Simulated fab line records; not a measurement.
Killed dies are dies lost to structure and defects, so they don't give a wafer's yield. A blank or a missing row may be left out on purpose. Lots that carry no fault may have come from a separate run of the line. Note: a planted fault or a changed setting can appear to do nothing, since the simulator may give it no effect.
Chamber matching    flow nand-harc    pecvd-04 running NHARC_A_CHANNEL_HOLE_D1_DEP_01: 3 sister chambers
The step deposits SiON, target thk 140 nm. 3 wafers are shown with their chamber, then 9 later ones without.

WAFERS WITH THEIR CHAMBER
wafer   chamber  heater-power-w (W)
L082.5  2        752
L089.2  0        851
L089.6  1        673

WAFERS WITH NO CHAMBER GIVEN
wafer   heater-power-w (W)
L090.2  650
L090.4  709
L090.5  650
L095.2  755
L095.4  732
L095.6  670
L096.1  747
L096.3  933
L096.6  653

WHICH CHAMBER EACH WENT THROUGH
wafer   from the rows above      in truth
L090.2  1                        1
L090.4  can't be placed: 1 or 2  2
L090.5  1                        1
L095.2  2                        2
L095.4  can't be placed: 2 or 1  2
L095.6  1                        1
L096.1  2                        2
L096.3  0                        0
L096.6  1                        1
Correctly placed: 7 of 9. Unplaceable from these rows: 2, with the true chamber sitting among the candidates in 2. 0 placed wrongly.
How it was worked out, from the rows above alone: a wafer's distance from a chamber is the root of the sum, over the readings, of the square of ((its reading less the chamber's mean) divided by the reading's scatter). The wafer belongs to the nearest chamber; if the next one is less than 2 further off, it can't be placed. The mean given for a chamber averages the wafers shown for that chamber. The scatter: with one shown wafer a chamber, the root of the mean of the squares of how far each hidden wafer lies from its nearest shown one.
